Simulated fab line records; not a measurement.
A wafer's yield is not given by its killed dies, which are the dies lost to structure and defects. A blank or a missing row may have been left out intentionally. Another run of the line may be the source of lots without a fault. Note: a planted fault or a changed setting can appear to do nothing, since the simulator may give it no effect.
A sampling plan put to the test + flow nand_harc + one fab line, 21 faults that these records tell of, each judged on the records of the lots that it struck; 1 more is left out, because the records don't allow judging it
The line's own looks make up the plan; these are the steps of the route where a gauge or inspection reads the wafer and leaves it unchanged. A look is open to judgement when struck wafers have a number at it and the file gives its usual mean and standard deviation on fault-free wafers. Caught: 4 or more of those standard deviations (sigma) separate the usual mean from the mean of the struck wafers at a look after the fault's first step. On the tool: the same test on the tool's own readings at the fault's steps. A different recipe on the struck wafers counts as caught too, as does a record blank only for those wafers.

== THE FAULTS, as the simulator had put them in ==
1. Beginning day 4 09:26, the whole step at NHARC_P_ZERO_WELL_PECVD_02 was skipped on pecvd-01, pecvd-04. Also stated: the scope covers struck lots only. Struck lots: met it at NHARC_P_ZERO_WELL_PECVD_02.
2. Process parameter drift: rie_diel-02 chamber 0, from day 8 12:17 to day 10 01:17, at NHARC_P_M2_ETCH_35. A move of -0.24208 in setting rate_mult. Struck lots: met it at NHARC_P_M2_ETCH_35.
3. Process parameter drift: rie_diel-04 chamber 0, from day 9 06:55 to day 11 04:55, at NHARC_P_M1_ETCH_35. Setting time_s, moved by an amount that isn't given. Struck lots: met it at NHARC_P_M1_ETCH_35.
4. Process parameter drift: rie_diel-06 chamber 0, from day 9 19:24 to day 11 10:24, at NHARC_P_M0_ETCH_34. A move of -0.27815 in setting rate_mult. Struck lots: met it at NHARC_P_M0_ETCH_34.
5. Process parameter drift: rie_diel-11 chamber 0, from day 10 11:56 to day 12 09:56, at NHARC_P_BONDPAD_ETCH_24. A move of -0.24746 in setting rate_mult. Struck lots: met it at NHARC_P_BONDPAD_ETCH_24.
6. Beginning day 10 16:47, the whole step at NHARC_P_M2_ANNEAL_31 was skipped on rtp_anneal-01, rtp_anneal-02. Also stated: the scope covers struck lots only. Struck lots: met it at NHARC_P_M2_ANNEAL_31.
7. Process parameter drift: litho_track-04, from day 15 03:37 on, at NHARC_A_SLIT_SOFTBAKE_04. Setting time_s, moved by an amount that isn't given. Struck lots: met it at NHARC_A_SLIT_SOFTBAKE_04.
8. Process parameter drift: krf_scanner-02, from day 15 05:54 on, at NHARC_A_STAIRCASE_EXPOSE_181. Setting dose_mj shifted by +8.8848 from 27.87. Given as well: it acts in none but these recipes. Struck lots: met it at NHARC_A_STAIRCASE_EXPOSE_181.
9. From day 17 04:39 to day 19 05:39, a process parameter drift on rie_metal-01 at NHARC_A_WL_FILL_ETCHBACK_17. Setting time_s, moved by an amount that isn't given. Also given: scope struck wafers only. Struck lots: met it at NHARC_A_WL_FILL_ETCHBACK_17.
10. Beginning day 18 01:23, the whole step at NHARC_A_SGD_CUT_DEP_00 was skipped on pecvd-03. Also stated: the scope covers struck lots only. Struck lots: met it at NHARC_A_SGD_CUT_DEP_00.
11. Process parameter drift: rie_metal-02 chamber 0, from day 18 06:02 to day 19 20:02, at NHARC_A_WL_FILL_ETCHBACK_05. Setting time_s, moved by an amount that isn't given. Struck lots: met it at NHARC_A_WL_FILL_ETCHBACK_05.
12. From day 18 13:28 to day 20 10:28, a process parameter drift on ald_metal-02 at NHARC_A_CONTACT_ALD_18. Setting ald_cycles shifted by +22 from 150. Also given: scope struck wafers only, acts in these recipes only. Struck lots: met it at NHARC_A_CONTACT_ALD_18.
13. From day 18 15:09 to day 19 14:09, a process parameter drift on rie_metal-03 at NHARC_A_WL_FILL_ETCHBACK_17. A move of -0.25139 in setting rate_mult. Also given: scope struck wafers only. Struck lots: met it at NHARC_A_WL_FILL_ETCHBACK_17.
14. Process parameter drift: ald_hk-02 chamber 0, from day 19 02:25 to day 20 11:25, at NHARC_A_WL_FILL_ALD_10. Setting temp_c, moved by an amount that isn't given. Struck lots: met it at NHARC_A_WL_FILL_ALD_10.
15. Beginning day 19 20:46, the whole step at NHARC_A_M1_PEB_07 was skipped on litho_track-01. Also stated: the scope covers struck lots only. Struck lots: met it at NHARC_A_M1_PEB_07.
16. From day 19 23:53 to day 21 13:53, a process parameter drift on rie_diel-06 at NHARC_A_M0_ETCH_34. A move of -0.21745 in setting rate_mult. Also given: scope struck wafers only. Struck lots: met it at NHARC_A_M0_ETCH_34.
17. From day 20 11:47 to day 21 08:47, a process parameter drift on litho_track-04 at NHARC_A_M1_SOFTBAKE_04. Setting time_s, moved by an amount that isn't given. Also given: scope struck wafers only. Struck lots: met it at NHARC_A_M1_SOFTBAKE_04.
18. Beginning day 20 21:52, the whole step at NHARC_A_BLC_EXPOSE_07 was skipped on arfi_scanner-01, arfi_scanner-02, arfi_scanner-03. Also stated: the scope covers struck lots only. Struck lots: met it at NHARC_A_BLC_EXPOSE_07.
19. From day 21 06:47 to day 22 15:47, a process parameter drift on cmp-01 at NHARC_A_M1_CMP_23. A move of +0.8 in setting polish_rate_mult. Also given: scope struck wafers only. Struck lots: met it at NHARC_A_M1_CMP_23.
20. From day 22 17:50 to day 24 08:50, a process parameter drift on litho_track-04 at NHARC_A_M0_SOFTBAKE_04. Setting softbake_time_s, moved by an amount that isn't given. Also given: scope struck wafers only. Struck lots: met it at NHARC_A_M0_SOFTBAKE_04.
21. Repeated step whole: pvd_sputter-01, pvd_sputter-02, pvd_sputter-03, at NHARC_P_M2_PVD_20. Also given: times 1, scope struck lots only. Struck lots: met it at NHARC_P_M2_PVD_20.

== WHAT THE PLAN SAW ==
| fault | on the tool itself                               | first look that catches it                      | reading, sigma                                    | median hours from its first step to that look | hours from the fault's start to the first struck lot there | judged looks passed uncaught |
|-------|--------------------------------------------------|-------------------------------------------------|---------------------------------------------------|-----------------------------------------------|------------------------------------------------------------|------------------------------|
| 1     | the tool's record is blank for the struck wafers | not the one look that can be judged after it    | -                                                 | -                                             | -                                                          | 1                            |
| 2     | oes_product_au -12 sigma                         | no look after it can be judged                  | -                                                 | -                                             | -                                                          | 0                            |
| 3     | run_length_s -37 sigma                           | not the one look that can be judged after it    | -                                                 | -                                             | -                                                          | 1                            |
| 4     | oes_product_au -16 sigma                         | none of the 2 looks that can be judged after it | -                                                 | -                                             | -                                                          | 2                            |
| 5     | oes_product_au -14 sigma                         | not the one look that can be judged after it    | -                                                 | -                                             | -                                                          | 1                            |
| 6     | the tool's record is blank for the struck wafers | NHARC_END_SORT_01                               | killed_at_periphery +10                           | 337.9                                         | 337                                                        | 0                            |
| 7     | heater_power_total_W +99 or beyond sigma         | no look after it can be judged                  | -                                                 | -                                             | -                                                          | 0                            |
| 8     | exposure_dose_mJ_cm2 +99 or beyond sigma         | not the one look that can be judged after it    | -                                                 | -                                             | -                                                          | 1                            |
| 9     | run_length_s -15 sigma                           | no look after it can be judged                  | -                                                 | -                                             | -                                                          | 0                            |
| 10    | the tool's record is blank for the struck wafers | NHARC_END_SORT_01                               | killed_at_array +45                               | 144.8                                         | 148                                                        | 0                            |
| 11    | run_length_s -33 sigma                           | no look after it can be judged                  | -                                                 | -                                             | -                                                          | 0                            |
| 12    | under 2 sigma                                    | no look after it can be judged                  | -                                                 | -                                             | -                                                          | 0                            |
| 13    | oes_product_au -15 sigma                         | no look after it can be judged                  | -                                                 | -                                             | -                                                          | 0                            |
| 14    | susceptor_temp_C +24 sigma                       | not the one look that can be judged after it    | -                                                 | -                                             | -                                                          | 1                            |
| 15    | the tool's record is blank for the struck wafers | no look after it can be judged                  | -                                                 | -                                             | -                                                          | 0                            |
| 16    | oes_product_au -12 sigma                         | not the one look that can be judged after it    | -                                                 | -                                             | -                                                          | 1                            |
| 17    | heater_power_total_W +78 sigma                   | no look after it can be judged                  | -                                                 | -                                             | -                                                          | 0                            |
| 18    | no reading that can be judged                    | no look after it can be judged                  | -                                                 | -                                             | -                                                          | 0                            |
| 19    | time_to_endpoint_s -4.8 sigma                    | NHARC_A_M1_THK_MEAS_24                          | thk_nm -4.9                                       | 0.3                                           | 22                                                         | 0                            |
| 20    | heater_power_total_W +99 or beyond sigma         | none of the 2 looks that can be judged after it | strongest: killed_open at NHARC_END_SORT_01, +2.8 | -                                             | -                                                          | 2                            |
| 21    | under 2 sigma                                    | none of the 3 looks that can be judged after it | -                                                 | -                                             | -                                                          | 3                            |
Dash: fault not caught, or number not given in these records.

Caught at a look: 3 of 21. Caught on the tool: 18 of 21. By one or the other: 18 of 21.
Faults caught by the tool alone: 1, 2, 3, 4, 5, 7, 8, 9, 11, 13, 14, 15, 16, 17, 20.
Caught by neither: faults 12, 18, 21.

== THINNER SAMPLING ==
Were the look that catches a fault to measure just every second or every third lot (counted by lot number), the first struck lot would, at worst, be measured this late:
| fault | struck lots at that look, in order of time | every lot | every second lot | every third lot |
|-------|--------------------------------------------|-----------|------------------|-----------------|
| 6     | L452, L454, L453                           | 337 h     | 354 h            | 354 h           |
| 10    | L718, L717                                 | 148 h     | 161 h            | may miss all 2  |
| 19    | L154                                       | 22 h      | may miss it      | may miss it     |
The hour figures run from when the fault began to the first measured lot among those it struck. The test against the limit of 4 sigma pooled every struck wafer, which means one lot taken alone may stay below that limit. Other struck lots may not be in these records.

== THE LONGEST TIMED WAY FROM STEP TO LOOK ==
Fault 6: median gap of 337.9 hours between NHARC_P_M2_ANNEAL_31 and NHARC_END_SORT_01. No look between them can be judged.
